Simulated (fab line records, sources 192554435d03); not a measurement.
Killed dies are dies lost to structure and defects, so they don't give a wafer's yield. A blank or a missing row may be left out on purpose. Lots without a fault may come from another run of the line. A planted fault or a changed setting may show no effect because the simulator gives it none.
fab line records | flow n5_finfet | part 2 of 2: steps 19 to 33 of 33
record lots=5 wafers=15 last_day=17
route steps=1938 shown SD_EPI_P@298 SD_ACTIVATION@330
lots that met no fault: from a run of the same line without faults
start_h: hours from the record's first day to the start of the lot's first wafer shown | wait_h: hours since the lot's step before | " the same as in the row above | L1.1+2: a row that stands for several wafers | - no value, or no start given | * or withheld: withheld | < > ~ a bound
route shown NAME@n: a module of which the file shows steps, and the number in the route of the first | usual: mean/standard deviation of fault-free wafers | same: alike in all rows | chamber/n: place in a boat | sites: the reading at each site | _std_site: their standard deviation | _edge_site: outer sites' mean less inner sites' | radius_mm: how far each site lies from the wafer's centre | mask NAME#n: copy n | behind: the tool/chamber that last shaped the wafer | hold: why the lot was held/for how many hours/how that ended | device: the transistor (n, p or np) that didn't switch | end of line: the same wafers' tests at the end of the route | a step without rows: its recipe alone | killed: dies lost to structure and defects at the first sort, not the wafer's yield | map: a wafer's dies, x killed, . not, _ none there
set.NAME: the setting as run; set.NAME@STEP: as run at that earlier step | model.NAME: the simulator's own value behind a step, which no gauge read
lots at some steps of the route; a table a step, a row a wafer
services: from which hour (start_h, from the record's first day; less than 0 if before it) a tool's chamber was out of use, for how many hours, and why
## steps
# step N5_SD_EPI_P_STRIP_40
# recipe chemistry=N2/H2 power_w=1000 temp_c=250 h2_frac=0.65 overash_fraction=0.3 pressure_mtorr=withheld n2_flow_sccm=1750 h2_flow_sccm=3250
# usual drypump_motor_current_A=5.78/0.28 h2_flow_sccm=3250/11 heater_power_w=337/32 oes_product_au=0.761/0.011
# columns lot.wafer tool chamber start_h wait_h drypump_motor_current_A h2_flow_sccm heater_power_w oes_product_au rf_hours_counter_h
L077.2 plasma_asher-01 0 72.64 0.0 6.23 3268 381 0.749 90
L077.3 " 1 " " 5.45 3238 312 0.763 -
L077.5 " 1 " " 5.43 3261 305 0.775 -
L089.2 plasma_asher-01 0 145.57 0.0 6.21 3252 387 0.753 106
L089.3 " 1 " " 5.46 3249 300 0.765 -
L089.4 " 0 " " 6.22 3239 378 0.758 -
L090.1 plasma_asher-02 1 152.77 0.8 5.64 3276 349 0.777 50
L090.2 " 0 " " 5.79 3245 312 0.757 50
L090.5 " 1 " " 5.63 3270 359 0.767 -
L093.2 plasma_asher-02 1 171.56 0.0 5.62 3234 360 0.763 55
L093.3 " 1 " " 5.61 3245 357 0.763 -
L093.5 " 0 " " 5.78 3247 309 0.771 -
L095.1 plasma_asher-02 1 183.56 0.0 5.62 3260 361 0.731 58
L095.2 " 0 " " 5.86 3253 311 0.777 58
L095.4 " 0 " " 5.84 3246 310 0.737 -
# step N5_SD_EPI_P_PRECLEAN_52
# recipe chemistry=O3/DIW time_s=60 temp_c=22 o3_ppm=10
# columns lot.wafer tool chamber start_h wait_h
L077.2+3+5 wet_bench-03 5,7,1 72.72 -
L089.2+3+4 wet_bench-04 0,7,5 145.65 -
L090.1+2+5 wet_bench-02 1,2,7 152.86 -
L093.2+3+5 wet_bench-03 0,7,2 171.65 -
L095.1+2+4 wet_bench-04 5,0,4 183.65 -
# step N5_SD_EPI_P_SRD_20
# recipe dry=ipa_marangoni do_ppb=5 time_s=30 temp_c=23 rinse_liquid=diw
# columns lot.wafer tool chamber start_h wait_h
L077.2+3+5 wet_bench-03 5,7,1 72.74 0.0
L089.2+3+4 wet_bench-04 0,7,5 145.67 0.0
L090.1+2+5 wet_bench-02 1,2,7 152.88 0.0
L093.2+3+5 wet_bench-03 0,7,2 171.67 0.0
L095.1+2+4 wet_bench-04 5,0,4 183.67 0.0
# step N5_SD_EPI_P_PRECLEAN_51
# recipe chemistry=NF3:NH3 afs_cycles=1 temp_c=30 time_s=20 sublimation_temp_c=180 sublimation_time_s=60 pressure_torr=3 rf_power_w=30
# usual sublimation_temp_c=179.95/0.17
# columns lot.wafer tool chamber start_h wait_h sublimation_temp_c
L077.2 epi_rpcvd-02 0 72.82 0.1 180.01
L077.3 " 0 " " 179.98
L077.5 " 0 " " 179.88
L089.2 epi_rpcvd-02 0 145.77 0.1 179.78
L089.3 " 0 " " 179.90
L089.4 " 0 " " 179.87
L090.1 epi_rpcvd-04 0 152.93 0.0 179.77
L090.2 " 0 " " 179.87
L090.5 " 0 " " 180.04
L093.2 epi_rpcvd-02 0 171.75 0.1 179.88
L093.3 " 0 " " 179.87
L093.5 " 0 " " 179.90
L095.1 epi_rpcvd-04 0 183.72 0.0 179.67
L095.2 " 0 " " 179.87
L095.4 " 0 " " 179.88
# step N5_SD_EPI_P_VAPOR_ETCH_44
# recipe chemistry=NF3/Ar target=SiGe30 temp_c=25 time_s=3.3 mode=isotropic
# columns lot.wafer tool chamber start_h wait_h
L077.2+3+5 epi_rpcvd-02 0 73.00 0.1
L089.2+3+4 epi_rpcvd-02 0 146.01 0.2
L090.1+2+5 epi_rpcvd-04 0 153.11 0.1
L093.2+3+5 epi_rpcvd-02 0 171.93 0.1
L095.1+2+4 epi_rpcvd-04 0 183.90 0.1
# step N5_SD_EPI_P_EPI_21
# recipe material=SiGe:B dopant=B temp_c=550 pressure_torr=20 ambient=H2 time_s=355
# columns lot.wafer tool chamber start_h wait_h
L077.2+3+5 epi_rpcvd-02 0 73.51 0.5
L089.2+3+4 epi_rpcvd-02 0 146.69 0.6
L090.1+2+5 epi_rpcvd-04 0 153.29 0.1
L093.2+3+5 epi_rpcvd-02 0 172.44 0.5
L095.1+2+4 epi_rpcvd-04 0 184.08 0.1
# step N5_SD_EPI_P_EPI_MEAS_23
# recipe mode=xrd
# usual thk_nm=60.9/1.4
# columns lot.wafer tool chamber start_h wait_h thk_nm
L077.2 film_metro-02 - 75.35 1.5 61.7
L077.3 " - " " 60.6
L077.5 " - " " 60.4
L089.2 film_metro-01 - 149.13 2.0 60.5
L089.3 " - " " 61.1
L089.4 " - " " 61.5
L090.1 film_metro-01 - 155.49 1.8 59.3
L090.2 " - " " 60.4
L090.5 " - " " 60.5
L093.2 film_metro-02 - 174.28 1.5 59.8
L093.3 " - " " 60.9
L093.5 " - " " 58.8
L095.1 film_metro-02 - 186.28 1.8 59.2
L095.2 " - " " 61.2
L095.4 " - " " 60.3
# step N5_SD_EPI_P_HM_STRIP_48
# recipe chemistry=H3PO4 temp_c=160 material=SiNx target=SiNx target_depth_a=30 overetch_fraction=0.3
# columns lot.wafer tool chamber start_h wait_h
L077.2+3+5 wet_bench-03 1,2,6 75.38 0.0
L089.2+3+4 wet_bench-04 6,5,7 149.16 0.0
L090.1+2+5 wet_bench-02 3,2,1 155.53 0.0
L093.2+3+5 wet_bench-04 5,6,4 174.31 0.0
L095.1+2+4 wet_bench-03 5,3,2 186.32 0.0
# step N5_SD_EPI_P_SRD_49
# recipe dry=ipa_marangoni time_s=30 temp_c=23 rinse_liquid=diw
# columns lot.wafer tool chamber start_h wait_h
L077.2+3+5 wet_bench-03 1,2,6 75.43 0.0
L089.2+3+4 wet_bench-04 6,5,7 149.22 0.0
L090.1+2+5 wet_bench-02 3,2,1 155.58 0.0
L093.2+3+5 wet_bench-04 5,6,4 174.37 0.0
L095.1+2+4 wet_bench-03 5,3,2 186.37 0.0
# step N5_SD_EPI_P_PRECLEAN_24
# recipe chemistry=O3/DIW time_s=45 temp_c=22 o3_ppm=10
# columns lot.wafer tool chamber start_h wait_h
L077.2+3+5 wet_bench-03 1,2,6 75.45 0.0
L089.2+3+4 wet_bench-04 6,5,7 149.24 0.0
L090.1+2+5 wet_bench-02 3,2,1 155.60 0.0
L093.2+3+5 wet_bench-04 5,6,4 174.39 0.0
L095.1+2+4 wet_bench-03 5,3,2 186.38 0.0
# step N5_SD_EPI_P_PRECLEAN_32
# recipe chemistry=dHF time_s=10 dilution=500:1 temp_c=25
# columns lot.wafer tool chamber start_h wait_h
L077.2+3+5 wet_bench-03 1,2,6 75.47 0.0
L089.2+3+4 wet_bench-04 6,5,7 149.25 0.0
L090.1+2+5 wet_bench-02 3,2,1 155.61 0.0
L093.2+3+5 wet_bench-04 5,6,4 174.40 0.0
L095.1+2+4 wet_bench-03 5,3,2 186.40 0.0
# step N5_SD_EPI_P_PRECLEAN_33
# recipe chemistry=SC2 time_s=45 temp_c=35 mix=1:1:50
# columns lot.wafer tool chamber start_h wait_h
L077.2+3+5 wet_bench-03 1,2,6 75.47 0.0
L089.2+3+4 wet_bench-04 6,5,7 149.26 0.0
L090.1+2+5 wet_bench-02 3,2,1 155.61 0.0
L093.2+3+5 wet_bench-04 5,6,4 174.40 0.0
L095.1+2+4 wet_bench-03 5,3,2 186.40 0.0
# step N5_SD_EPI_P_SRD_25
# recipe time_s=30 temp_c=23 rinse_liquid=diw dry=ipa_marangoni
# columns lot.wafer tool chamber start_h wait_h
L077.2+3+5 wet_bench-03 1,2,6 75.48 0.0
L089.2+3+4 wet_bench-04 6,5,7 149.27 0.0
L090.1+2+5 wet_bench-02 3,2,1 155.62 0.0
L093.2+3+5 wet_bench-04 5,6,4 174.42 0.0
L095.1+2+4 wet_bench-03 5,3,2 186.41 0.0
# step N5_SD_EPI_P_INSPECT_26
# recipe inspect_instrument=darkfield mode=post_epi
# usual raw_defect_count=181/40
# columns lot.wafer tool chamber start_h wait_h raw_defect_count
L077.2 defect_inspect-02 - 75.52 0.0 179
L077.3 " - " " 190
L077.5 " - " " 162
L089.2 defect_inspect-02 - 149.31 0.0 166
L089.3 " - " " 164
L089.4 " - " " 232
L090.1 defect_inspect-02 - 155.66 0.0 251
L090.2 " - " " 192
L090.5 " - " " 270
L093.2 defect_inspect-01 - 174.47 0.0 154
L093.3 " - " " 198
L093.5 " - " " 195
L095.1 defect_inspect-01 - 186.45 0.0 134
L095.2 " - " " 239
L095.4 " - " " 153
# step N5_SD_ACTIVATION_RTA_00
# recipe temp_c=975 time_s=0 ambient=N2 idle_temp_c=600 ramp_up_c_per_s=150 ramp_down_c_per_s=60 cool_to_c=600
# usual lamp_power_pct=8.96/0.05 wafer_temp_C_max=975.0/2.1
# columns lot.wafer tool chamber start_h wait_h lamp_power_pct wafer_temp_C_max
L077.2 rtp_anneal-02 0 75.58 0.1 8.95 977.3
L077.3 " 0 " " 8.93 975.9
L077.5 " 0 " " 8.98 975.0
L089.2 rtp_anneal-02 0 149.37 0.1 8.85 974.0
L089.3 " 0 " " 8.90 975.3
L089.4 " 0 " " 8.94 978.8
L090.1 rtp_anneal-01 0 155.74 0.1 8.98 974.4
L090.2 " 0 " " 9.03 975.7
L090.5 " 0 " " 8.93 976.1
L093.2 rtp_anneal-02 0 174.59 0.1 9.01 976.3
L093.3 " 0 " " 8.99 972.8
L093.5 " 0 " " 8.93 973.9
L095.1 rtp_anneal-02 0 186.48 0.0 8.97 976.9
L095.2 " 0 " " 8.94 974.4
L095.4 " 0 " " 8.95 975.1
## services
# columns tool chamber start_h hours kind
arfi_scanner-03 - 48.07 0.8 pm
rie_diel-03 3 48.58 9.8 repair
rie_diel-01 3 50.91 4.7 repair
arfi_scanner-03 - 61.43 1.3 pm
arfi_scanner-03 - 65.10 1.4 repair
wet_bench-04 - 74.32 1.9 pm
plasma_asher-01 - 75.48 0.7 repair
rie_diel-03 1 76.00 12.8 repair
arfi_scanner-01 - 76.67 1.0 pm
arfi_scanner-03 - 84.91 1.4 repair
epi_rpcvd-04 - 89.26 18.4 repair
arfi_scanner-01 - 90.63 1.0 pm
rie_diel-01 - 94.55 4.1 repair
rie_si-02 2 95.57 6.3 repair
arfi_scanner-01 - 97.73 1.2 repair
epi_rpcvd-04 - 107.67 2.8 pm
arfi_scanner-01 - 116.01 1.3 pm
arfi_scanner-03 - 125.16 1.0 pm
arfi_scanner-01 - 135.93 0.6 repair
arfi_scanner-03 - 143.91 6.9 repair
plasma_asher-01 - 149.21 9.0 repair
plasma_asher-02 - 150.35 2.0 repair
arfi_scanner-03 - 150.81 1.0 pm
arfi_scanner-01 - 165.89 0.8 pm
